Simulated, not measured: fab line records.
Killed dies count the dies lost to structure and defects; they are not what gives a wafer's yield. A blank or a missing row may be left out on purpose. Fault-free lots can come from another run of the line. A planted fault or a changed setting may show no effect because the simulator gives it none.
Matching of chambers :: flow n5-finfet :: 4 sister chambers for N5_MOL_CONTACT_COAG_ALD_131 on ald-sin-04
The step deposits SiO2, target thk 5 nm, pulse time 1 s, co reactant pulse time 1 s. 4 wafers are shown with their chamber, then 7 later ones without.

## WAFERS, EACH WITH ITS CHAMBER
wafer: L078.4
chamber: 2
heater-power-w (W): 75

wafer: L079.3
chamber: 3
heater-power-w (W): 72

wafer: L081.1
chamber: 1
heater-power-w (W): 65

wafer: L081.2
chamber: 0
heater-power-w (W): 76

## WAFERS MISSING THEIR CHAMBER
wafer: L081.5
heater-power-w (W): 65

wafer: L083.2
heater-power-w (W): 78

wafer: L083.3
heater-power-w (W): 71

wafer: L083.4
heater-power-w (W): 75

wafer: L091.1
heater-power-w (W): 76

wafer: L091.2
heater-power-w (W): 65

wafer: L091.4
heater-power-w (W): 74

## WHICH CHAMBER EACH ONE RAN IN
wafer: L081.5
from the rows above: 1
in truth: 1

wafer: L083.2
from the rows above: can't be placed: 0 or 2
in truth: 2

wafer: L083.3
from the rows above: 3
in truth: 3

wafer: L083.4
from the rows above: can't be placed: 2 or 0
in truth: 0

wafer: L091.1
from the rows above: can't be placed: 0 or 2
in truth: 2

wafer: L091.2
from the rows above: 1
in truth: 1

wafer: L091.4
from the rows above: can't be placed: 2 or 0 or 3
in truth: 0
Correctly placed: 3 of 7. Not placeable from these rows: 4 (in 4, the candidates include the true chamber). Placed wrongly: 0.
How it was worked out, from the rows above alone: a wafer's distance from a chamber is the root of the sum, over the readings, of the square of ((its reading less the chamber's mean) divided by the reading's scatter). The wafer belongs to the nearest chamber; if the next one is less than 2 further off, it can't be placed. Each chamber's mean is taken over the wafers shown for it. The scatter: root of mean squared gap, hidden wafer to nearest shown wafer, with one shown wafer a chamber.
